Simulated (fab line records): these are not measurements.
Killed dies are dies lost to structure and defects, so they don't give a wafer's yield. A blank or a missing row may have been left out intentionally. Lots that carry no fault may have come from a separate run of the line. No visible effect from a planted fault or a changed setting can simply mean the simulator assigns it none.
fab line records	flow n5Finfet
record: lots: 24	wafers: 72	lastDay: 21
route steps=1938 shown HKMG_FIN@435 GATE_CUT@470 MOL_CONTACT_COAG@550
lots that met no fault: from a run of the same line without faults
startH: hours from the record's opening day to when the first of the lot's shown wafers began	waitH: hours elapsed since this lot's preceding step	" as in the row above	L1.1+2: one row covering several wafers at once	- either no value or no given start	* or withheld: withheld	< > ~ a bound
route shown NAME@n: NAME is a module with steps in the file, n the number in the route of the first one	usual: mean/standard deviation of fault-free wafers	same: alike in all rows	chamber/n: place in a boat	sites: the reading at each site	_std_site: the values' standard deviation	_edge_site: mean of outer sites minus mean of inner sites	radiusMm: how far each site lies from the wafer's centre	mask NAME#n: copy n	behind: the tool/chamber that last shaped the wafer	hold: why the lot was held/for how many hours/how that ended	device: transistor that didn't switch, given as n, p or np	end of line: at the end of the route, the tests of the same wafers	step lacking rows: just its recipe	killed: at the first sort, the dies lost to defects and structure; wafer yield is something else	map: the dies of a wafer, with x for killed, . for not killed, _ for no die there
set.NAME: the setting as run; set.NAME@STEP: as run at that earlier step	model.NAME: the simulator's own value behind a step, which no gauge read
route steps across a sampled set of lots; one table per step, one row per wafer
services: when a tool's chamber went out of use (startH, in hours from the record's first day, below 0 if earlier), for how many hours, and the reason
== steps ==
step: N5_HKMG_FIN_ETCH_32
recipe: chemistry: N2/H2	target: SOC	targetDepthA: 2400	tempC: 40	timeS: 300	ionEnergyEv: 200	maskMaterial: SiARC	pressureMtorr: 30	sourceW: 840	biasW: 150	n2FlowSccm: 200	h2FlowSccm: 200
usual: drypumpMotorCurrentA: 5.68/0.21	oesProductAu: 0.78/0.081	rfVppV: 523.9/2.3	showerheadPlenumPTorr: 2.55/0.083	tempC: 40.01/0.1	throttleValvePct: 17.92/0.22
lot.wafer	tool	chamber	startH	waitH	drypumpMotorCurrentA	oesProductAu	rfHoursCounterH	rfVppV	showerheadPlenumPTorr	tempC	throttleValvePct
L074.1	rieDiel-01	2	73.37	0.0	5.65	0.76	126	523.8	2.56	40.01	18.29
L074.4	"	3	"	"	5.89	0.69	214	523.2	2.52	39.89	17.82
L074.6	"	0	"	"	5.76	0.87	-	523.1	2.48	40.22	17.71
L075.2	rieDiel-03	1	79.29	0.0	5.78	0.84	76	521.2	2.46	40.00	17.87
L075.3	"	0	"	"	5.55	0.74	167	523.7	2.51	40.02	17.68
L075.4	"	1	"	"	5.79	0.84	-	522.1	2.46	39.88	17.89
L076.2	rieDiel-03	2	86.34	0.0	5.98	0.75	140	527.9	2.65	40.12	17.82
L076.4	"	0	"	"	5.54	0.74	-	523.5	2.51	40.03	17.70
L076.6	"	2	"	"	6.00	0.75	-	526.7	2.65	39.98	17.80
L077.2	rieDiel-03	1	91.44	0.0	5.77	0.83	80	520.6	2.46	39.86	17.88
L077.3	"	0	"	"	5.52	0.74	172	524.1	2.51	40.00	17.71
L077.5	"	2	"	"	5.97	0.74	-	527.7	2.65	39.92	17.80
L078.2	rieDiel-03	1	100.14	0.0	5.79	0.82	83	519.5	2.45	39.94	17.89
L078.4	"	0	"	"	5.52	0.74	-	523.2	2.51	39.88	17.71
L078.5	"	1	"	"	5.76	0.82	-	521.4	2.45	40.07	17.88
L079.4	rieDiel-04	0	107.40	0.0	5.84	0.69	245	523.6	2.49	39.96	18.14
L079.5	"	1	"	"	6.00	0.71	-	524.1	2.51	39.93	18.18
L079.6	"	2	"	"	5.40	0.70	-	525.3	2.64	40.25	18.02
L080.2	rieDiel-01	3	112.15	0.0	5.87	0.69	223	522.6	2.52	40.07	17.87
L080.4	"	1	"	"	5.54	0.88	42	527.3	2.69	39.97	17.85
L080.5	"	3	"	"	5.90	0.69	-	524.0	2.52	39.93	17.86
L081.3	rieDiel-03	3	117.32	0.0	5.64	0.80	106	520.9	2.43	40.09	17.54
L081.5	"	0	"	"	5.54	0.73	-	524.0	2.50	40.20	17.72
L081.6	"	1	"	"	5.79	0.82	-	522.2	2.45	40.02	17.91
L082.3	rieDiel-01	0	120.67	0.0	5.76	0.86	66	522.6	2.48	40.18	17.75
L082.4	"	1	"	"	5.56	0.89	43	528.2	2.69	40.18	17.86
L082.6	"	2	"	"	5.64	0.74	-	523.9	2.56	39.96	18.29
L083.2	rieDiel-01	3	126.46	0.0	5.86	0.68	226	522.9	2.51	40.02	17.87
L083.3	"	1	"	"	5.54	0.88	45	527.8	2.69	40.01	17.86
L083.6	"	3	"	"	5.87	0.68	-	523.1	2.51	39.90	17.86
L084.1	rieDiel-03	3	136.72	0.0	5.65	0.80	109	521.5	2.43	40.07	17.54
L084.4	"	0	"	"	5.52	0.73	184	523.8	2.50	40.01	17.74
L084.5	"	0	"	"	5.54	0.73	-	523.6	2.50	40.08	17.74
L085.2	rieDiel-04	2	143.50	0.0	5.40	0.70	222	524.1	2.64	39.83	18.05
L085.3	"	1	"	"	5.91	0.71	249	521.5	2.51	40.00	18.18
L085.4	"	2	"	"	5.42	0.70	-	526.3	2.64	40.02	18.05
L086.2	rieDiel-04	3	147.42	0.0	5.22	0.75	153	527.4	2.65	39.98	18.23
L086.3	"	0	"	"	5.88	1.02	0	522.0	2.49	40.03	17.68
L086.4	"	3	"	"	5.25	0.75	-	525.7	2.65	39.84	18.23
L087.1	rieDiel-01	2	150.81	0.0	5.64	0.74	148	522.9	2.55	40.00	18.32
L087.2	"	1	"	"	5.55	0.86	54	529.6	2.69	39.84	17.87
L087.6	"	3	"	"	5.87	0.67	-	523.4	2.51	39.97	17.88
L088.2	rieDiel-01	1	157.19	0.0	5.53	0.87	56	527.1	2.69	40.06	17.87
L088.5	"	2	"	"	5.65	0.75	-	522.8	2.55	40.08	18.32
L088.6	"	1	"	"	5.54	0.87	-	526.8	2.69	40.09	17.88
L089.1	rieDiel-01	0	163.77	0.0	5.75	0.84	81	522.1	2.47	40.01	17.77
L089.2	"	3	"	"	5.87	0.67	239	521.5	2.51	40.22	17.88
L089.4	"	2	"	"	5.64	0.73	154	524.3	2.55	40.03	18.33
L090.3	rieDiel-04	2	172.36	0.0	5.43	0.68	235	525.3	2.63	39.92	18.06
L090.4	"	0	"	"	5.85	0.96	-	524.6	2.48	39.93	17.70
L090.6	"	3	"	"	5.24	0.73	-	526.6	2.65	39.98	18.24
L091.3	rieDiel-04	1	176.84	0.0	5.92	1.02	1	521.8	2.51	39.91	17.67
L091.4	"	3	"	"	5.24	0.74	166	526.8	2.65	39.89	18.25
L091.5	"	3	"	"	5.24	0.74	-	526.3	2.65	40.03	18.24
L092.2	rieDiel-03	0	184.18	0.0	5.53	0.70	202	522.9	2.50	40.08	17.77
L092.3	"	3	"	"	5.64	0.78	128	520.6	2.42	39.96	17.57
L092.5	"	1	"	"	5.80	0.79	-	520.8	2.44	40.01	17.94
L093.2	rieDiel-03	2	188.53	0.0	5.94	0.73	172	525.5	2.64	39.86	17.86
L093.3	"	3	"	"	5.66	0.78	130	522.7	2.42	39.93	17.59
L093.6	"	0	"	"	5.55	0.70	-	522.6	2.49	39.89	17.76
L094.2	rieDiel-04	1	200.09	0.0	5.93	0.96	9	522.2	2.50	39.94	17.66
L094.3	"	0	"	"	5.86	0.92	21	522.4	2.48	39.91	17.71
L094.4	"	3	"	"	5.23	0.72	174	525.3	2.64	39.99	18.26
L095.1	rieDiel-03	2	203.23	0.0	5.93	0.72	177	527.3	2.63	39.93	17.86
L095.2	"	0	"	"	5.51	0.71	209	522.8	2.49	40.06	17.76
L095.6	"	2	"	"	5.97	0.72	-	526.5	2.63	40.07	17.86
L096.1	rieDiel-01	2	206.89	0.0	5.65	0.72	171	523.0	2.54	39.85	18.37
L096.2	"	0	"	"	5.75	0.82	100	521.7	2.46	40.21	17.78
L096.5	"	0	"	"	5.74	0.83	-	521.9	2.46	40.22	17.79
L097.4	rieDiel-01	3	214.45	0.0	5.89	1.00	0	522.4	2.50	39.97	17.46
L097.5	"	1	"	"	5.52	0.84	-	528.8	2.67	39.96	17.94
L097.6	"	0	"	"	5.74	0.82	-	522.2	2.46	39.85	17.80
step: N5_HKMG_FIN_INSPECT_28
recipe: inspectInstrument: darkfield	mode: postCmp
usual: rawDefectCount: 40/14
lot.wafer	tool	chamber	startH	waitH	rawDefectCount
L074.1	defectInspect-01	-	77.70	0.0	31
L074.4	"	-	"	"	14
L074.6	"	-	"	"	35
L075.2	defectInspect-01	-	83.57	0.0	40
L075.3	"	-	"	"	33
L075.4	"	-	"	"	53
L076.2	defectInspect-01	-	90.64	0.0	17
L076.4	"	-	"	"	28
L076.6	"	-	"	"	23
L077.2	defectInspect-02	-	95.73	0.0	54
L077.3	"	-	"	"	40
L077.5	"	-	"	"	32
L078.2	defectInspect-02	-	104.43	0.0	32
L078.4	"	-	"	"	37
L078.5	"	-	"	"	11
L079.4	defectInspect-01	-	111.79	0.0	44
L079.5	"	-	"	"	53
L079.6	"	-	"	"	38
L080.2	defectInspect-01	-	116.47	0.0	57
L080.4	"	-	"	"	51
L080.5	"	-	"	"	34
L081.3	defectInspect-02	-	121.61	0.0	44
L081.5	"	-	"	"	42
L081.6	"	-	"	"	21
L082.3	defectInspect-02	-	124.96	0.0	35
L082.4	"	-	"	"	87
L082.6	"	-	"	"	54
L083.2	defectInspect-01	-	130.87	0.0	41
L083.3	"	-	"	"	42
L083.6	"	-	"	"	51
L084.1	defectInspect-01	-	141.11	0.0	43
L084.4	"	-	"	"	34
L084.5	"	-	"	"	20
L085.2	defectInspect-01	-	147.92	0.0	51
L085.3	"	-	"	"	35
L085.4	"	-	"	"	53
L086.2	defectInspect-02	-	151.93	0.0	57
L086.3	"	-	"	"	49
L086.4	"	-	"	"	39
L087.1	defectInspect-01	-	155.10	0.0	71
L087.2	"	-	"	"	43
L087.6	"	-	"	"	56
L088.2	defectInspect-01	-	161.87	0.0	40
L088.5	"	-	"	"	36
L088.6	"	-	"	"	45
L089.1	defectInspect-01	-	168.12	0.0	19
L089.2	"	-	"	"	80
L089.4	"	-	"	"	49
L090.3	defectInspect-01	-	176.79	0.0	59
L090.4	"	-	"	"	58
L090.6	"	-	"	"	47
L091.3	defectInspect-01	-	181.23	0.0	29
L091.4	"	-	"	"	51
L091.5	"	-	"	"	45
L092.2	defectInspect-01	-	188.58	0.0	36
L092.3	"	-	"	"	22
L092.5	"	-	"	"	21
L093.2	defectInspect-01	-	192.95	0.0	38
L093.3	"	-	"	"	31
L093.6	"	-	"	"	27
L094.2	defectInspect-01	-	204.96	0.0	70
L094.3	"	-	"	"	92
L094.4	"	-	"	"	51
L095.1	defectInspect-01	-	207.79	0.0	45
L095.2	"	-	"	"	39
L095.6	"	-	"	"	32
L096.1	defectInspect-01	-	211.18	0.0	24
L096.2	"	-	"	"	36
L096.5	"	-	"	"	24
L097.4	defectInspect-02	-	219.07	0.0	33
L097.5	"	-	"	"	27
L097.6	"	-	"	"	35
step: N5_GATE_CUT_STRIP_59
recipe: chemistry: N2/H2	timeS: 20	powerW: 100	tempC: 40	pressureMtorr: 100	rfFrequencyHz: 6e+07	biasPowerW: 3	n2FlowSccm: 300	h2FlowSccm: 300
usual: drypumpMotorCurrentA: 5.6/0.4	oesProductAu: 0.77/0.064	rfVppV: 45.4/0.83	showerheadPlenumPTorr: 3.41/0.12	tempC: 40.01/0.12	throttleValvePct: 12.25/0.28
lot.wafer	tool	chamber	startH	waitH	drypumpMotorCurrentA	oesProductAu	rfHoursCounterH	rfVppV	showerheadPlenumPTorr	tempC	throttleValvePct
L074.1	rieDiel-05	3	78.14	0.1	5.8	0.73	145	44.3	3.25	40.18	12.13
L074.4	"	2	"	"	6.1	0.81	99	45.6	3.58	39.85	12.28
L074.6	"	3	"	"	5.8	0.74	-	44.9	3.25	40.02	12.16
L075.2	rieDiel-05	2	84.00	0.1	6.1	0.81	100	45.8	3.58	39.85	12.28
L075.3	"	1	"	"	5.6	0.74	176	44.9	3.52	39.93	12.43
L075.4	"	3	"	"	5.8	0.74	146	46.0	3.25	39.88	12.15
L076.2	rieDiel-06	0	91.07	0.1	5.8	0.82	100	45.6	3.43	39.88	12.40
L076.4	"	1	"	"	5.6	0.84	51	44.8	3.54	39.76	11.69
L076.6	"	1	"	"	5.6	0.84	-	46.8	3.54	39.88	11.70
L077.2	rieDiel-06	1	96.16	0.1	5.6	0.85	52	46.8	3.54	39.93	11.70
L077.3	"	0	"	"	5.9	0.83	101	45.7	3.43	40.10	12.40
L077.5	"	1	"	"	5.6	0.85	-	46.2	3.54	40.10	11.70
L078.2	rieDiel-05	1	104.87	0.1	5.6	0.73	180	45.5	3.51	39.91	12.45
L078.4	"	2	"	"	6.1	0.81	104	45.1	3.57	39.86	12.28
L078.5	"	1	"	"	5.6	0.74	-	46.7	3.51	39.77	12.45
L079.4	rieDiel-06	2	112.22	0.1	5.5	0.74	194	45.6	3.34	40.09	12.15
L079.5	"	1	"	"	5.6	0.85	-	45.0	3.54	39.85	11.71
L079.6	"	0	"	"	5.8	0.81	-	45.4	3.42	39.87	12.42
L080.2	rieDiel-06	3	117.17	0.1	6.1	0.67	243	46.0	3.45	40.00	12.53
L080.4	"	1	"	"	5.6	0.85	57	46.1	3.54	39.99	11.72
L080.5	"	3	"	"	6.1	0.68	-	46.0	3.45	40.03	12.52
L081.3	rieDiel-02	0	122.03	0.1	4.8	0.72	216	43.6	3.18	39.95	12.69
L081.5	"	0	"	"	4.8	0.71	-	45.2	3.19	40.14	12.70
L081.6	"	1	"	"	6.4	0.84	-	47.3	3.55	39.95	11.96
L082.3	rieDiel-06	1	125.38	0.1	5.5	0.85	58	46.8	3.54	39.81	11.71
L082.4	"	0	"	"	5.8	0.81	107	46.0	3.42	39.88	12.43
L082.6	"	2	"	"	5.6	0.74	-	45.7	3.34	39.88	12.16
L083.2	rieDiel-02	3	131.56	0.1	5.7	0.86	60	45.7	3.33	39.95	12.60
L083.3	"	2	"	"	5.1	0.73	200	46.5	3.48	40.11	12.33
L083.6	"	1	"	"	6.4	0.83	-	46.5	3.55	40.05	11.97
L084.1	rieDiel-05	0	141.56	0.1	5.0	0.74	154	44.8	3.23	39.99	12.26
L084.4	"	2	"	"	6.1	0.81	107	47.2	3.57	40.17	12.29
L084.5	"	0	"	"	5.0	0.73	-	44.7	3.23	40.04	12.24
L085.2	rieDiel-06	3	148.35	0.1	6.1	0.66	250	45.4	3.45	40.08	12.53
L085.3	"	2	"	"	5.5	0.72	202	44.7	3.33	39.80	12.17
L085.4	"	1	"	"	5.6	0.83	64	46.4	3.53	39.95	11.74
L086.2	rieDiel-02	2	152.35	0.1	5.0	0.73	204	46.0	3.48	39.94	12.34
L086.3	"	0	"	"	4.8	0.72	224	44.8	3.18	40.03	12.73
L086.4	"	3	"	"	5.7	0.87	66	45.4	3.33	40.17	12.63
L087.1	rieDiel-06	2	155.52	0.1	5.6	0.73	205	46.1	3.33	40.16	12.17
L087.2	"	3	"	"	6.1	0.67	253	44.8	3.45	40.12	12.53
L087.6	"	3	"	"	6.1	0.66	-	46.2	3.45	40.09	12.54
L088.2	rieDiel-06	0	162.30	0.1	5.8	0.79	118	45.5	3.42	40.06	12.45
L088.5	"	0	"	"	5.8	0.80	-	45.3	3.42	39.87	12.45
L088.6	"	2	"	"	5.6	0.72	-	44.8	3.33	40.14	12.19
L089.1	rieDiel-06	0	168.62	0.1	5.8	0.79	121	45.2	3.41	40.05	12.46
L089.2	"	1	"	"	5.6	0.83	71	45.9	3.53	40.08	11.75
L089.4	"	1	"	"	5.6	0.82	-	44.0	3.53	39.93	11.77
L090.3	rieDiel-06	1	177.34	0.1	5.5	0.82	77	45.1	3.53	40.08	11.77
L090.4	"	0	"	"	5.8	0.78	-	45.6	3.41	39.91	12.45
L090.6	"	1	"	"	5.6	0.81	-	45.7	3.53	40.32	11.78
L091.3	rieDiel-05	2	182.10	0.1	6.1	0.78	123	44.7	3.56	39.81	12.34
L091.4	"	1	"	"	5.6	0.71	200	46.4	3.50	40.01	12.51
L091.5	"	2	"	"	6.2	0.78	-	46.3	3.56	40.07	12.32
L092.2	rieDiel-06	2	189.27	0.1	5.5	0.71	222	46.4	3.32	40.12	12.22
L092.3	"	0	"	"	5.8	0.78	133	45.9	3.41	40.12	12.48
L092.5	"	3	"	"	6.1	0.98	-	46.0	3.45	40.18	11.91
L093.2	rieDiel-05	2	193.57	0.1	6.1	0.78	130	46.6	3.56	39.88	12.36
L093.3	"	1	"	"	5.6	0.72	206	46.7	3.50	39.98	12.50
L093.6	"	0	"	"	5.0	0.72	-	45.3	3.22	39.82	12.31
L094.2	rieDiel-06	1	205.41	0.1	5.6	0.81	89	45.4	3.52	40.11	11.82
L094.3	"	2	"	"	5.6	0.71	227	44.4	3.32	40.09	12.24
L094.4	"	0	"	"	5.8	0.78	139	45.8	3.40	40.06	12.49
L095.1	rieDiel-05	0	208.21	0.1	5.0	0.72	183	44.4	3.22	40.04	12.32
L095.2	"	2	"	"	6.1	0.77	134	45.2	3.56	39.91	12.37
L095.6	"	0	"	"	5.0	0.71	-	45.1	3.22	40.12	12.31
L096.1	rieDiel-02	0	211.61	0.1	4.8	0.69	242	43.2	3.17	40.01	12.76
L096.2	"	3	"	"	5.7	0.84	84	44.3	3.32	40.28	12.67
L096.5	"	1	"	"	6.4	0.82	-	46.3	3.54	40.03	12.01
L097.4	rieDiel-05	0	219.55	0.0	5.0	0.71	-	45.9	3.21	39.99	12.32
L097.5	"	1	"	"	5.6	0.72	-	46.6	3.49	39.92	12.54
L097.6	"	2	"	"	6.1	0.78	-	45.9	3.55	40.13	12.39
step: N5_GATE_CUT_INSPECT_15
recipe: mode: adi	inspectInstrument: brightfield
usual: rawDefectCount: 134/46
lot.wafer	tool	chamber	startH	waitH	rawDefectCount
L074.1	defectInspect-01	-	81.60	0.1	184
L074.4	"	-	"	"	122
L074.6	"	-	"	"	147
L075.2	defectInspect-01	-	87.38	0.0	160
L075.3	"	-	"	"	159
L075.4	"	-	"	"	165
L076.2	defectInspect-02	-	94.31	0.0	130
L076.4	"	-	"	"	93
L076.6	"	-	"	"	111
L077.2	defectInspect-02	-	99.77	0.0	77
L077.3	"	-	"	"	59
L077.5	"	-	"	"	83
L078.2	defectInspect-02	-	108.14	0.0	210
L078.4	"	-	"	"	171
L078.5	"	-	"	"	99
L079.4	defectInspect-01	-	115.47	0.0	98
L079.5	"	-	"	"	178
L079.6	"	-	"	"	158
L080.2	defectInspect-02	-	120.43	0.0	86
L080.4	"	-	"	"	140
L080.5	"	-	"	"	101
L081.3	defectInspect-01	-	125.41	0.0	170
L081.5	"	-	"	"	137
L081.6	"	-	"	"	174
L082.3	defectInspect-02	-	128.73	0.0	131
L082.4	"	-	"	"	149
L082.6	"	-	"	"	127
L083.2	defectInspect-02	-	135.21	0.0	114
L083.3	"	-	"	"	110
L083.6	"	-	"	"	176
L084.1	defectInspect-02	-	144.93	0.1	88
L084.4	"	-	"	"	134
L084.5	"	-	"	"	99
L085.2	defectInspect-02	-	151.73	0.0	40
L085.3	"	-	"	"	95
L085.4	"	-	"	"	91
L086.2	defectInspect-01	-	155.60	0.0	114
L086.3	"	-	"	"	260
L086.4	"	-	"	"	181
L087.1	defectInspect-02	-	158.83	0.1	208
L087.2	"	-	"	"	188
L087.6	"	-	"	"	214
L088.2	defectInspect-01	-	165.66	0.0	122
L088.5	"	-	"	"	117
L088.6	"	-	"	"	115
L089.1	defectInspect-02	-	171.99	0.1	184
L089.2	"	-	"	"	180
L089.4	"	-	"	"	270
L090.3	defectInspect-01	-	180.72	0.0	118
L090.4	"	-	"	"	113
L090.6	"	-	"	"	109
L091.3	defectInspect-02	-	185.64	0.0	182
L091.4	"	-	"	"	145
L091.5	"	-	"	"	143
L092.2	defectInspect-01	-	192.65	0.0	87
L092.3	"	-	"	"	152
L092.5	"	-	"	"	109
L093.2	defectInspect-02	-	196.81	0.0	178
L093.3	"	-	"	"	227
L093.6	"	-	"	"	183
L094.2	defectInspect-01	-	208.69	0.0	92
L094.3	"	-	"	"	84
L094.4	"	-	"	"	71
L095.1	defectInspect-01	-	211.63	0.1	158
L095.2	"	-	"	"	244
L095.6	"	-	"	"	184
L096.1	defectInspect-01	-	214.86	0.1	136
L096.2	"	-	"	"	113
L096.5	"	-	"	"	134
L097.4	defectInspect-02	-	222.78	0.0	109
L097.5	"	-	"	"	120
L097.6	"	-	"	"	94
step: N5_MOL_CONTACT_COAG_PRE_CLEAN_142
recipe: gas: H2/He	timeS: 60	tempC: 300
usual: heaterPowerW: 435/39
lot.wafer	tool	chamber	startH	waitH	heaterPowerW
L074.1	pvdSputter-03	-	90.52	2.0	443
L074.4	"	-	"	"	380
L074.6	"	-	"	"	430
L075.2	pvdSputter-02	-	96.72	1.5	443
L075.3	"	-	"	"	388
L075.4	"	-	"	"	391
L076.2	pvdSputter-03	-	109.08	4.2	412
L076.4	"	-	"	"	467
L076.6	"	-	"	"	412
L077.2	pvdSputter-03	-	110.65	0.6	426
L077.3	"	-	"	"	462
L077.5	"	-	"	"	367
L078.2	pvdSputter-02	-	115.69	0.9	471
L078.4	"	-	"	"	400
L078.5	"	-	"	"	497
L080.2	pvdSputter-02	-	133.99	5.2	419
L080.4	"	-	"	"	394
L080.5	"	-	"	"	387
L079.4	pvdSputter-02	-	134.25	5.0	434
L079.5	"	-	"	"	406
L079.6	"	-	"	"	488
L082.3	pvdSputter-02	-	137.25	0.5	478
L082.4	"	-	"	"	397
L082.6	"	-	"	"	465
L081.3	pvdSputter-01	-	138.17	0.5	510
L081.5	"	-	"	"	435
L081.6	"	-	"	"	481
L083.2	pvdSputter-01	-	144.93	1.7	476
L083.3	"	-	"	"	509
L083.6	"	-	"	"	467
L084.1	pvdSputter-02	-	154.29	1.7	427
L084.4	"	-	"	"	483
L084.5	"	-	"	"	439
L085.2	pvdSputter-02	-	163.35	1.5	393
L085.3	"	-	"	"	495
L085.4	"	-	"	"	432
L086.2	pvdSputter-02	-	167.49	2.0	465
L086.3	"	-	"	"	433
L086.4	"	-	"	"	440
L087.1	pvdSputter-01	-	168.95	1.2	414
L087.2	"	-	"	"	438
L087.6	"	-	"	"	441
L088.2	pvdSputter-02	-	175.49	1.3	398
L088.5	"	-	"	"	396
L088.6	"	-	"	"	483
L089.1	pvdSputter-03	-	183.24	2.0	458
L089.2	"	-	"	"	372
L089.4	"	-	"	"	420
L090.3	pvdSputter-01	-	193.17	1.4	521
L090.4	"	-	"	"	479
L090.6	"	-	"	"	446
L091.3	pvdSputter-03	-	195.80	1.5	364
L091.4	"	-	"	"	465
L091.5	"	-	"	"	458
L092.2	pvdSputter-01	-	201.15	1.2	444
L092.3	"	-	"	"	408
L092.5	"	-	"	"	495
L093.2	pvdSputter-03	-	206.98	1.4	454
L093.3	"	-	"	"	375
L093.6	"	-	"	"	442
L094.2	pvdSputter-03	-	218.13	2.2	457
L094.3	"	-	"	"	424
L094.4	"	-	"	"	377
L095.1	pvdSputter-02	-	221.18	1.2	433
L095.2	"	-	"	"	402
L095.6	"	-	"	"	494
L096.1	pvdSputter-03	-	224.89	2.9	450
L096.2	"	-	"	"	371
L096.5	"	-	"	"	461
L097.4	pvdSputter-01	-	231.49	0.6	404
L097.5	"	-	"	"	440
L097.6	"	-	"	"	399
step: N5_MOL_CONTACT_COAG_ALD_131
recipe: material: SiO2	targetThkA: 50	tempC: 100	aldPrecursorFamily: BDEAS	aldCoReactant: O2-plasma	pulseTimeS: 1	coReactantPulseTimeS: 1	purgeTimeS: 2	coReactantPurgeTimeS: 2	aldCycles: 35	pressureTorr: 2
usual: heaterPowerW: 78/9.2	precursorPulseHeightRel: 1.002/0.02
same: coReactantPurgeTimeS: 2	pulseTimeS: 1	purgeTimeS: 2
lot.wafer	tool	chamber	startH	waitH	heaterPowerW	precursorPulseHeightRel
L074.1	aldSin-03	0	95.26	0.2	89	1.003
L074.4	"	3	"	"	86	0.983
L074.6	"	2	"	"	76	1.012
L075.2	aldSin-03	1	101.09	0.1	82	0.987
L075.3	"	0	"	"	88	1.029
L075.4	"	2	"	"	77	0.975
L076.2	aldSin-03	2	113.69	0.1	74	0.990
L076.4	"	1	"	"	83	1.004
L076.6	"	0	"	"	89	0.992
L077.2	aldSin-02	2	115.75	0.1	72	1.027
L077.3	"	3	"	"	74	1.008
L077.5	"	0	"	"	58	1.021
L078.2	aldSin-02	2	120.78	0.1	72	1.017
L078.4	"	3	"	"	74	1.022
L078.5	"	0	"	"	58	0.999
L080.2	aldSin-04	2	138.56	0.1	85	0.998
L080.4	"	1	"	"	91	1.000
L080.5	"	2	"	"	85	1.003
L079.4	aldSin-03	1	139.17	0.1	81	1.039
L079.5	"	0	"	"	88	0.981
L079.6	"	3	"	"	88	1.045
L082.3	aldSin-04	3	142.04	0.1	77	1.009
L082.4	"	2	"	"	83	1.012
L082.6	"	3	"	"	76	1.008
L081.3	aldSin-03	0	142.71	0.1	91	0.991
L081.5	"	0	"	"	89	0.985
L081.6	"	3	"	"	87	1.018
L083.2	aldSin-03	2	150.18	0.7	75	1.000
L083.3	"	0	"	"	90	0.999
L083.6	"	0	"	"	87	0.986
L084.1	aldSin-03	0	159.39	0.1	91	1.006
L084.4	"	1	"	"	81	1.007
L084.5	"	2	"	"	74	1.004
L085.2	aldSin-02	1	167.51	0.1	67	0.995
L085.3	"	3	"	"	73	1.007
L085.4	"	0	"	"	59	0.993
L086.2	aldSin-04	3	172.41	0.1	76	1.025
L086.3	"	0	"	"	82	0.982
L086.4	"	1	"	"	89	1.021
L087.1	aldSin-04	1	173.18	0.1	91	0.947
L087.2	"	3	"	"	76	0.977
L087.6	"	3	"	"	74	1.019
L088.2	aldSin-02	3	179.88	0.1	72	1.034
L088.5	"	1	"	"	69	0.984
L088.6	"	2	"	"	74	0.999
L089.1	aldSin-04	0	187.42	0.2	83	0.993
L089.2	"	1	"	"	90	1.009
L089.4	"	3	"	"	76	1.023
L090.3	aldSin-02	3	198.09	0.1	75	1.014
L090.4	"	1	"	"	69	1.013
L090.6	"	0	"	"	59	1.001
L091.3	aldSin-03	3	201.42	0.1	85	1.007
L091.4	"	2	"	"	75	0.969
L091.5	"	3	"	"	84	1.032
L092.2	aldSin-02	2	205.68	0.1	72	0.974
L092.3	"	1	"	"	69	1.011
L092.5	"	1	"	"	69	0.980
L093.2	aldSin-04	1	211.24	0.1	88	1.020
L093.3	"	2	"	"	83	1.002
L093.6	"	2	"	"	80	1.011
L094.2	aldSin-02	1	222.41	0.1	69	1.014
L094.3	"	0	"	"	58	1.014
L094.4	"	2	"	"	70	0.999
L095.1	aldSin-04	2	226.04	0.1	83	1.047
L095.2	"	1	"	"	87	0.999
L095.6	"	2	"	"	82	1.009
L096.1	aldSin-03	1	229.80	0.1	82	0.991
L096.2	"	0	"	"	89	1.000
L096.5	"	2	"	"	75	0.975
L097.4	aldSin-03	2	235.72	0.1	76	1.019
L097.5	"	2	"	"	74	0.996
L097.6	"	1	"	"	81	1.015
== services ==
tool	chamber	startH	hours	kind
rieDiel-01	0	54.23	13.5	repair
rieDiel-03	0	56.45	17.9	repair
aldSin-02	0	59.77	3.7	repair
aldSin-04	-	64.86	0.8	repair
pvdSputter-02	-	71.94	16.5	repair
rieDiel-03	3	73.73	36.7	repair
aldSin-03	3	78.05	2.7	repair
aldSin-02	-	81.95	0.8	pm
aldSin-02	-	85.87	14.0	pm
rieDiel-05	-	95.09	0.1	repair
aldSin-03	0	102.01	11.3	repair
pvdSputter-02	-	104.96	7.7	repair
rieDiel-01	-	114.20	2.8	pm
rieDiel-03	2	115.16	18.1	repair
pvdSputter-03	-	116.35	55.4	repair
rieDiel-06	3	141.41	1.3	repair
rieDiel-06	3	156.83	2.9	repair
aldSin-03	0	159.56	17.0	repair
aldSin-03	-	178.22	14.0	pm
rieDiel-05	3	183.44	8.8	repair
rieDiel-03	0	206.78	4.0	repair
rieDiel-06	0	211.17	17.1	repair
pvdSputter-03	-	216.35	1.0	repair
rieDiel-05	3	216.50	6.9	repair
== key ==
fault none
